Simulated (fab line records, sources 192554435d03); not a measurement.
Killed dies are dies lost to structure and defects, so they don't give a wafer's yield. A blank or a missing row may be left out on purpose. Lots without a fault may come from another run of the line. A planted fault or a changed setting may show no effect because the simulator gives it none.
A struck lot beside a sound one | flow n5_finfet | 16 steps out of a route of 1938
Sound: wafers L453.2, L453.4, L453.5. Struck: wafer L460.2. (L460.4, L460.5 of the same lot were not struck and are left out.) The cause comes at the end.
At each step with rows: each side's tool, then ch and its chambers, then its first start. Under that, the readings that differ: sound wafers | struck wafers | difference of the means | sigmas: that difference in standard deviations of wafers without a fault.
alike: readings whose means differ by less than 2 such deviations, and words and numbers that are the same on both sides. not compared: withheld readings, readings that some wafer has no value for, bounds like >300 that may hide the same value, and numbers for which the record gives no deviation and whose values overlap.
The two part at a step that has a row with sigmas, a row that says differs or no value, or rows on one side only. Numbers that don't overlap but have no deviation are shown without sigmas and don't part them. A reading that every wafer of one side lacks parts them only if that side has two wafers or more.

first, 2 steps without rows for these wafers: N5_STI_FIN_REVEAL_DENSIFY_02 (time 1800 s); N5_STI_FIN_REVEAL_CMP_04 (polishes, stops on Si3N4, t overpolish 4 s, target thk 131.83 nm).
N5_STI_FIN_REVEAL_THK_MEAS_05:
  sound on film_metro-01, day 2 09:41; struck on film_metro-01, day 4 05:05
  alike: thk_nm
N5_STI_FIN_REVEAL_DENSIFY_30:
  sound on rtp_anneal-02 ch 0, day 2 09:45; struck on rtp_anneal-02 ch 0, day 4 05:12
  reading             | sound                | struck | difference | sigmas
  lamp_zone_7_pct (%) | 12.010 11.993 11.983 | 11.919 | -0.076     | -3
  alike: lamp_power_pct, lamp_zone_5_pct
  not compared: wafer_temp_C_max
N5_STI_FIN_REVEAL_ETCHBACK_08: etches SiO2 in C4F6/O2, target depth 30.5 nm, time 10.167 s.
  sound on rie_diel-06 ch 0,1,3, day 2 10:09; struck on rie_diel-06 ch 0, day 4 05:23
  alike: drypump_motor_current_A, oes_product_au, rf_vpp_V, showerhead_plenum_p_Torr, throttle_valve_pct
  not compared: rf_hours_counter_h
N5_STI_FIN_REVEAL_STRIP_24: strips in N2/H2, time 90 s.
  sound on rie_diel-06 ch 0,1,3, day 2 10:11; struck on rie_diel-06 ch 0, day 4 05:26
  alike: drypump_motor_current_A, n2_flow_sccm, oes_product_au, rf_vpp_V, showerhead_plenum_p_Torr, throttle_valve_pct
  not compared: rf_hours_counter_h
then, 4 steps without rows for these wafers: N5_STI_FIN_REVEAL_PRECLEAN_25 (cleans in SPM, time 90 s); N5_STI_FIN_REVEAL_PRECLEAN_26 (cleans in SC1, time 45 s); N5_STI_FIN_REVEAL_PRECLEAN_29 (cleans in DHF, time 30 s); N5_STI_FIN_REVEAL_SRD_12 (time 30 s).
N5_STI_FIN_REVEAL_RECESS_09: chemistry HF/NH3, target SiO2, afs cycles 11, target depth 42.5 nm, sublimation time 60 s.
  sound on vapor_etch-01 ch 0,1, day 2 10:24; struck on vapor_etch-01 ch 1, day 4 05:38
  alike: drypump_motor_current_A
then, 1 step without rows for these wafers: N5_STI_FIN_REVEAL_STRIP_16 (strips SiNx in H3PO4, target depth 23.8 nm).
N5_STI_FIN_REVEAL_PRECLEAN_17: cleans in NF3:NH3, afs cycles 1, time 20 s, sublimation time 60 s.
  sound on remote_plasma-01 ch 1, day 2 12:19; struck on remote_plasma-01 ch 0, day 4 07:34
  reading    | sound    | struck | difference | sigmas
  time_s (s) | 20 20 20 | 14.297 | -5.703     |
  alike: rf_power_w
N5_STI_FIN_REVEAL_ETCH_34: etches Si in H2, material Si, target depth 0.97 nm.
  sound on rie_si-01 ch 0,1, day 2 12:29; struck on rie_si-01 ch 1, day 4 07:44
  alike: drypump_motor_current_A, he_backside_leak_sccm, oes_product_au, throttle_valve_pct
  not compared: rf_hours_counter_h
-- the record jumps here: 5 days lie between the struck wafers' starts before and after (it left off in module STI_FIN_REVEAL and takes up again in module BEOL_M4, whose first step shown is number 1111 of the route) --
N5_BEOL_M4_RC_MEAS_101:
  sound on prober-01 ch 0, day 7 17:47; struck on prober-01 ch 0, day 9 16:50
  reading       | sound       | struck | difference | sigmas
  ION_N (uA/um) | 685 678 680 | 659    | -22        | -2
  ION_P (uA/um) | 476 475 474 | 457    | -18        | -2
  alike: DIBL_N, DIBL_P, IOFF_N, IOFF_P, SS_N, SS_P, VT_N, VT_P
-- the record jumps here: 5 days lie between the struck wafers' starts before and after (it left off in module BEOL_M4 and takes up again in module PASSIVATION, whose first step shown is number 1936 of the route) --
N5_PASSIVATION_PROBE_49:
  the record has rows for the struck wafers here (prober-02, day 14 09:01) and none for the sound ones

WHERE THEY PART
First at N5_STI_FIN_REVEAL_DENSIFY_30; last, within this record, at N5_PASSIVATION_PROBE_49.

WHY: what the simulator had put in
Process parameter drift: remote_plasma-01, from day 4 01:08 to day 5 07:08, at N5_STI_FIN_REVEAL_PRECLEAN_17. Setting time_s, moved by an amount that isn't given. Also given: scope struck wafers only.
